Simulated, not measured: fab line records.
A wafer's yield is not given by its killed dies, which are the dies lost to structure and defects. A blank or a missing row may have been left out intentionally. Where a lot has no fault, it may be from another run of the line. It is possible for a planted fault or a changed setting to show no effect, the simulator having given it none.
Matching of chambers | flow n5-finfet | N5_BEOL_M0_CUTY_ETCH_62 on rie-diel-06: 4 sister chambers
The step etches SiARC in CF4, time 58.5 s. 8 wafers are shown with their chamber, then 12 later ones without.

== WAFERS PAIRED WITH THEIR CHAMBERS ==
wafer  | chamber | drypump-motor-current-A (A) | etch-rf-on-time-s (s)
L085.5 | 1       | 4.9                         | 58.8
L086.1 | 2       | 5.5                         | 58.3
L086.6 | 1       | 4.9                         | 58.9
L089.1 | 2       | 5.5                         | 58.3
L089.5 | 0       | 5.6                         | 57.1
L091.1 | 0       | 5.5                         | 56.5
L091.2 | 3       | 5.3                         | 56.1
L091.5 | 3       | 5.3                         | 56.0

== WAFERS WHOSE CHAMBER IS MISSING ==
wafer  | drypump-motor-current-A (A) | etch-rf-on-time-s (s)
L092.1 | 4.9                         | 59.9
L092.2 | 5.5                         | 58.2
L092.3 | 5.3                         | 56.2
L093.1 | 5.5                         | 58.2
L093.4 | 5.3                         | 55.8
L093.5 | 5.5                         | 57.3
L094.2 | 5.5                         | 57.0
L094.4 | 5.3                         | 56.3
L094.5 | 5.5                         | 58.0
L096.2 | 4.9                         | 59.7
L096.3 | 5.3                         | 55.3
L096.6 | 4.9                         | 59.1

== EACH ONE'S CHAMBER ==
wafer  | from the rows above     | in truth
L092.1 | 1                       | 1
L092.2 | 2                       | 2
L092.3 | 3                       | 3
L093.1 | 2                       | 2
L093.4 | 3                       | 3
L093.5 | can't be placed: 0 or 2 | 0
L094.2 | 0                       | 0
L094.4 | 3                       | 3
L094.5 | 2                       | 2
L096.2 | 1                       | 1
L096.3 | 3                       | 3
L096.6 | 1                       | 1
Placed correctly: 11 of 12. Unplaceable from these rows: 1, with the true chamber sitting among the candidates in 1. Placed wrongly: 0.
How it was worked out, from the rows above alone: a wafer's distance from a chamber is the root of the sum, over the readings, of the square of ((its reading less the chamber's mean) divided by the reading's scatter). The wafer belongs to the nearest chamber; if the next one is less than 2 further off, it can't be placed. A chamber's mean is the mean of its shown wafers. The scatter: take each reading less its chamber's mean, square it, sum over the shown wafers, divide by the number of wafers less the number of chambers, and take the root.
